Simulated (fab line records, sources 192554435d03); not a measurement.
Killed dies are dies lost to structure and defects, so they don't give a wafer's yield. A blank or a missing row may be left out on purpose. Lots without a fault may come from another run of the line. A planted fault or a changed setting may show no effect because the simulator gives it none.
Chamber matching | flow n5_finfet | N5_MOL_CONTACT_COAG_ETCH_89 on rie_diel-04: 4 sister chambers
The step etches underlayer in N2/H2, target depth 13 nm, time 10.4 s. 4 wafers are shown with their chamber, then 10 later ones without.

WAFERS WITH THEIR CHAMBER
wafer  | chamber | showerhead_plenum_p_Torr (Torr)
L084.6 | 3       | 2.57
L085.3 | 0       | 2.48
L088.1 | 1       | 2.46
L088.3 | 2       | 2.59

WAFERS WITHOUT THEIR CHAMBER
wafer  | showerhead_plenum_p_Torr (Torr)
L088.6 | 2.59
L090.2 | 2.56
L090.4 | 2.47
L090.6 | 2.46
L093.2 | 2.47
L093.4 | 2.58
L093.5 | 2.45
L097.2 | 2.45
L097.3 | 2.46
L097.5 | 2.58

WHICH CHAMBER EACH WENT THROUGH
wafer  | from the rows above     | in truth
L088.6 | 2                       | 2
L090.2 | 3                       | 3
L090.4 | can't be placed: 0 or 1 | 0
L090.6 | 1                       | 1
L093.2 | can't be placed: 0 or 1 | 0
L093.4 | can't be placed: 2 or 3 | 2
L093.5 | 1                       | 1
L097.2 | 1                       | 1
L097.3 | 1                       | 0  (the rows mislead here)
L097.5 | can't be placed: 2 or 3 | 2
Placed correctly: 5 of 10. Can't be placed from these rows: 4 (the true chamber is among the candidates in 4). Placed wrongly: 1.
How it was worked out, from the rows above alone: a wafer's distance from a chamber is the root of the sum, over the readings, of the square of ((its reading less the chamber's mean) divided by the reading's scatter). The wafer belongs to the nearest chamber; if the next one is less than 2 further off, it can't be placed. A chamber's mean is the mean of its shown wafers. The scatter: with one shown wafer a chamber, the root of the mean of the squares of how far each hidden wafer lies from its nearest shown one.
